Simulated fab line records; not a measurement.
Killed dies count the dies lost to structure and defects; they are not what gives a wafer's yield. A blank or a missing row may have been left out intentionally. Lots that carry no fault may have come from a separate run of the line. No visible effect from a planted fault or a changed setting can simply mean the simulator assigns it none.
Comparing a struck lot with a sound one ; flow n5_finfet ; 18 steps out of a route of 1938
Sound: the wafers L589.2, L589.3, L589.6. Struck: wafer L587.6 (left out: L587.2, a lot-mate that was not struck); the cause follows at the end.
Each step with rows lists, per side, the tool, then ch with its chambers, then its first start. Under that, the readings that differ: sound wafers ; struck wafers ; difference of the means ; sigmas: that difference in standard deviations of wafers without a fault.
alike: readings whose means differ by less than 2 such deviations, and words and numbers that are the same on both sides. not compared: withheld readings, readings that some wafer has no value for, bounds like >300 that may hide the same value, and numbers for which the record gives no deviation and whose values overlap.
Wherever a step has rows on one side only, a row that says differs or no value, or a row with sigmas, the two part there. When numbers do not overlap yet have no deviation, they are printed without sigmas and do not part them. Lack of a reading on every wafer of one side parts them only where that side has two or more wafers.

first, 3 steps without rows for these wafers: N5_BEOL_M15_ETCH_61 (etches BARC in N2/H2, target depth 89 nm, overetch 26.7 nm, time 67.9 s); N5_BEOL_M15_TRENCH_ETCH_34 (etches SiO2 in C4F8/O2/Ar, target depth 872.93 nm, time 199 s); N5_BEOL_M15_STRIP_36 (strips in O2).
N5_BEOL_M15_STRIP_62: strips in O2.
  sound on rie_diel-04 ch 1,2,3; struck on rie_diel-02 ch 1
  alike: drypump_motor_current_A, oes_product_au, rf_vpp_V, showerhead_plenum_p_Torr, temp_c, throttle_valve_pct
  not compared: rf_hours_counter_h
then, 1 step without rows for these wafers: N5_BEOL_M15_STRIP_37 (strips in O2).
N5_BEOL_M15_ETCH_38: etches SiCN in CF4/N2, target depth 106.4 nm, time 120.5 s.
  sound on rie_diel-04 ch 1,2,3; struck on rie_diel-02 ch 1
  alike: drypump_motor_current_A, oes_product_au, rf_vpp_V, showerhead_plenum_p_Torr, throttle_valve_pct
  not compared: rf_hours_counter_h
then, 2 steps without rows for these wafers: N5_BEOL_M15_PRECLEAN_39 (cleans in residue remover, time 60 s); N5_BEOL_M15_SRD_40 (time 30 s, dry time 30 s).
N5_BEOL_M15_DEGAS_41: time 60 s.
  sound on pvd_sputter-03, day 16 20:26; struck on pvd_sputter-02, day 16 05:05
  alike: heater_power_w
N5_BEOL_M15_PRE_CLEAN_42: time 30 s.
  sound on pvd_sputter-03, day 16 20:28; struck on pvd_sputter-02, day 16 05:08
  alike: heater_power_w
then, 1 step without rows for these wafers: N5_BEOL_M15_SPUTTER_43 (material TaN, target thk 15 nm, time 24.19 s).
N5_BEOL_M15_SPUTTER_44: material Ta, target thk 15 nm, time 24.19 s.
  sound on pvd_sputter-03, day 16 20:35; struck on pvd_sputter-02, day 16 05:15
reading;sound;struck;difference;sigmas
model.Ta_of_BEOL_M15_SPUTTER_44.thk_nm (nm);14.6 14.4 14.6;26.4;+11.9;
  alike: bias_v, throttle_valve_pct
N5_BEOL_M15_SPUTTER_45: material Cu, target thk 100 nm, time 16.67 s.
  sound on pvd_sputter-03, day 16 20:40; struck on pvd_sputter-02, day 16 05:20
  alike: bias_v, throttle_valve_pct
then, 2 steps without rows for these wafers: N5_BEOL_M15_ECD_47 (material Cu, target thk 1860 nm); N5_BEOL_M15_ANNEAL_48 (time 90 s).
N5_BEOL_M15_CMP_49: polishes, stops on SiO2, t overpolish 4.9 s, target thk 850 nm.
  sound on cmp-04 ch 0,2, day 16 21:19; struck on cmp-04 ch 0, day 16 06:26
reading;sound;struck;difference;sigmas
barrier_field_endpoint_s (s);11.69 11.58 11.44;15.61;+4.04;+16
  alike: motor_current_A
N5_BEOL_M15_THK_MEAS_50: measures by xrf.
  sound on film_metro-01, day 16 21:37; struck on film_metro-02, day 16 06:43
  alike: M15_THK
following that, these wafers have no rows for 1 step: N5_PASSIVATION_PROBE_49.

WHERE THEY PART
N5_BEOL_M15_CMP_49 only, going by this record. Later steps at which nothing parts them and some readings are alike: N5_BEOL_M15_THK_MEAS_50.

WHY: whatever the simulator had introduced
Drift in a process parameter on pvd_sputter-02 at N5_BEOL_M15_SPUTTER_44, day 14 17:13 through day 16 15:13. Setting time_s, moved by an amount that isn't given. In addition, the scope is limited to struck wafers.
